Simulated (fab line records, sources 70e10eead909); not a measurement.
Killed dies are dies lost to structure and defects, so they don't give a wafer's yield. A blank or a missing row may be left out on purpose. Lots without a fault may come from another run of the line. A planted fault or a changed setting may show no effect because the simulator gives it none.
Chamber matching | flow nand_harc | NHARC_A_CHANNEL_FILL_D2_CMP_10 on cmp-03: 4 sister chambers
The step polishes, target thk 150 nm. 4 wafers are shown with their chamber, then 8 later ones without.

WAFERS WITH THEIR CHAMBER
wafer  | chamber | motor_current_A (A)
L082.5 | 3       | 11.0
L086.1 | 2       | 13.3
L086.4 | 0       | 13.6
L087.1 | 1       | 13.8

WAFERS WITHOUT THEIR CHAMBER
wafer  | motor_current_A (A)
L087.4 | 11.3
L087.6 | 12.8
L090.2 | 14.2
L090.3 | 12.3
L090.6 | 10.2
L094.1 | 13.3
L094.3 | 14.1
L094.4 | 12.9

WHICH CHAMBER EACH WENT THROUGH
wafer  | from the rows above               | in truth
L087.4 | 3                                 | 3
L087.6 | can't be placed: 2 or 0 or 1      | 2
L090.2 | can't be placed: 1 or 0 or 2      | 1
L090.3 | can't be placed: 2 or 0 or 3 or 1 | 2
L090.6 | 3                                 | 3
L094.1 | can't be placed: 2 or 0 or 1      | 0
L094.3 | can't be placed: 1 or 0 or 2      | 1
L094.4 | can't be placed: 2 or 0 or 1      | 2
Placed correctly: 2 of 8. Can't be placed from these rows: 6 (the true chamber is among the candidates in 6). Placed wrongly: 0.
How it was worked out, from the rows above alone: a wafer's distance from a chamber is the root of the sum, over the readings, of the square of ((its reading less the chamber's mean) divided by the reading's scatter). The wafer belongs to the nearest chamber; if the next one is less than 2 further off, it can't be placed. A chamber's mean is the mean of its shown wafers. The scatter: with one shown wafer a chamber, the root of the mean of the squares of how far each hidden wafer lies from its nearest shown one.
